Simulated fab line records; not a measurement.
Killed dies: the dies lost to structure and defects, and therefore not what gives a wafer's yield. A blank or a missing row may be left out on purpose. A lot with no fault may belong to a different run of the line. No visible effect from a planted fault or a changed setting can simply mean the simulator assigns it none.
Matching of chambers :: flow nandHarc :: 4 sister chambers for NHARC_P_GATE_STRIP_101 on rieDiel-09
The step strips in O2, time 20 s. 8 wafers are shown with their chamber, then 7 later ones without.

WAFERS, EACH WITH ITS CHAMBER
wafer: L551.1
chamber: 3
showerheadPlenumPTorr (Torr): 3.60
oesProductAu (a.u.): 0.999

wafer: L551.2
chamber: 0
showerheadPlenumPTorr (Torr): 3.38
oesProductAu (a.u.): 0.990

wafer: L551.3
chamber: 2
showerheadPlenumPTorr (Torr): 3.30
oesProductAu (a.u.): 1.010

wafer: L553.2
chamber: 0
showerheadPlenumPTorr (Torr): 3.38
oesProductAu (a.u.): 0.987

wafer: L553.4
chamber: 3
showerheadPlenumPTorr (Torr): 3.60
oesProductAu (a.u.): 0.993

wafer: L553.6
chamber: 1
showerheadPlenumPTorr (Torr): 3.36
oesProductAu (a.u.): 1.005

wafer: L552.1
chamber: 1
showerheadPlenumPTorr (Torr): 3.36
oesProductAu (a.u.): 0.997

wafer: L552.4
chamber: 2
showerheadPlenumPTorr (Torr): 3.29
oesProductAu (a.u.): 0.996

WAFERS MISSING THEIR CHAMBER
wafer: L552.6
showerheadPlenumPTorr (Torr): 3.29
oesProductAu (a.u.): 1.006

wafer: L557.4
showerheadPlenumPTorr (Torr): 3.29
oesProductAu (a.u.): 1.000

wafer: L557.5
showerheadPlenumPTorr (Torr): 3.29
oesProductAu (a.u.): 1.005

wafer: L557.6
showerheadPlenumPTorr (Torr): 3.60
oesProductAu (a.u.): 1.002

wafer: L566.1
showerheadPlenumPTorr (Torr): 3.35
oesProductAu (a.u.): 1.008

wafer: L566.2
showerheadPlenumPTorr (Torr): 3.37
oesProductAu (a.u.): 0.986

wafer: L566.4
showerheadPlenumPTorr (Torr): 3.29
oesProductAu (a.u.): 1.007

EACH ONE'S CHAMBER
wafer: L552.6
from the rows above: 2
in truth: 2

wafer: L557.4
from the rows above: 2
in truth: 2

wafer: L557.5
from the rows above: 2
in truth: 2

wafer: L557.6
from the rows above: 3
in truth: 3

wafer: L566.1
from the rows above: 1
in truth: 1

wafer: L566.2
from the rows above: can't be placed: 0 or 1
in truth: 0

wafer: L566.4
from the rows above: 2
in truth: 2
Correct placement for 6 of the 7. These rows do not allow placing 1 (true chamber among the candidates in 1). Number placed wrongly: 0.
How it was worked out, from the rows above alone: a wafer's distance from a chamber is the root of the sum, over the readings, of the square of ((its reading less the chamber's mean) divided by the reading's scatter). The wafer belongs to the nearest chamber; if the next one is less than 2 further off, it can't be placed. Each chamber's mean is taken over the wafers shown for it. The scatter: the root of (the sum of the squares of (reading less its chamber's mean) over the shown wafers, divided by (wafers less chambers)).
